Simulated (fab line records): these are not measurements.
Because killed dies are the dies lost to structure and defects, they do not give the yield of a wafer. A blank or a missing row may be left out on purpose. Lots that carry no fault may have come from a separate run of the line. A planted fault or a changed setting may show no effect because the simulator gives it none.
Comparing a struck lot with a sound one	flow nandHarc	14 out of 1302 route steps
Sound: wafers L544.1, L544.3, L544.5. Wafers struck: L547.2, L547.3, L547.5. Last of all comes the cause.
For every step that has rows: the tool of each side, followed by ch and its chambers, followed by its first start. Under that, the readings that differ: sound wafers	struck wafers	difference of the means	sigmas: that difference in standard deviations of wafers without a fault.
alike: a reading whose means differ by less than 2 such deviations, as well as words and numbers matching on both sides. not compared: withheld readings; readings where some wafer has no value; bounds like >300 that might hide an equal value; numbers whose values overlap and for which the record gives no deviation.
A row with sigmas, a row that says differs or no value, or rows on one side alone: a step with any of these is where the two part. Non-overlapping numbers with no deviation appear without sigmas and do not part them. Lack of a reading on every wafer of one side parts them only where that side has two or more wafers.

NHARC_P_GATE_CD_MEAS_59: target cd 720 nm.
  sound on cdSem-03 ch 0, day 14 03:14; struck on cdSem-02 ch 0, day 14 21:07
  alike: cdNm
then, 1 step without rows for these wafers: NHARC_P_GATE_HARDBAKE_60 (time 80 s).
NHARC_P_GATE_DESCUM_61: chemistry O2, time 3 s.
  sound on rieDiel-04 ch 0,2,3, day 14 03:25; struck on rieDiel-10 ch 0,2, day 14 21:17
  alike: drypumpMotorCurrentA, oesProductAu, rfVppV, showerheadPlenumPTorr, throttleValvePct
  not compared: rfHoursCounterH
after that, 1 step had no rows for these wafers: NHARC_P_GATE_IMPLANT_62.
NHARC_P_GATE_STRIP_112: strips in N2/H2, time 200 s.
  sound on plasmaAsher-01 ch 0,1, day 14 03:55; struck on plasmaAsher-01 ch 0, day 14 21:40
  alike: drypumpMotorCurrentA, heaterPowerW
  not compared: rfHoursCounterH
NHARC_P_GATE_STRIP_76: strips in O2.
  sound on plasmaAsher-01 ch 0,1, day 14 04:08; struck on plasmaAsher-01 ch 0, day 14 21:56
  alike: drypumpMotorCurrentA, heaterPowerW
  not compared: rfHoursCounterH
then, 6 steps without rows for these wafers: NHARC_P_GATE_STRIP_63 (strips in SPM, time 900 s); NHARC_P_GATE_DEHYDRATE_83 (time 120 s); NHARC_P_GATE_HMDS_84 (time 30 s); NHARC_P_GATE_COAT_85; NHARC_P_GATE_SOFTBAKE_86 (time 95 s); NHARC_P_GATE_EBR_87.
NHARC_P_GATE_EXPOSE_88: exposes mask P HVN, target cd 2000 nm.
  sound on krfScanner-01 ch 0, day 14 04:53; struck on krfScanner-03 ch 0, day 14 22:42
reading	sound	struck	difference	sigmas
model.P_GATE.overlayXNm (nm)	-0.9874 -0.9874 -0.9874	158.1 158.1 158.1	+159.1	
  alike: mask, focusOffsetNm
then, 1 step without rows for these wafers: NHARC_P_GATE_PEB_89 (peb time 85 s).

WHERE THEY PART
Nowhere in this record.

WHY: what had been put in by the simulator
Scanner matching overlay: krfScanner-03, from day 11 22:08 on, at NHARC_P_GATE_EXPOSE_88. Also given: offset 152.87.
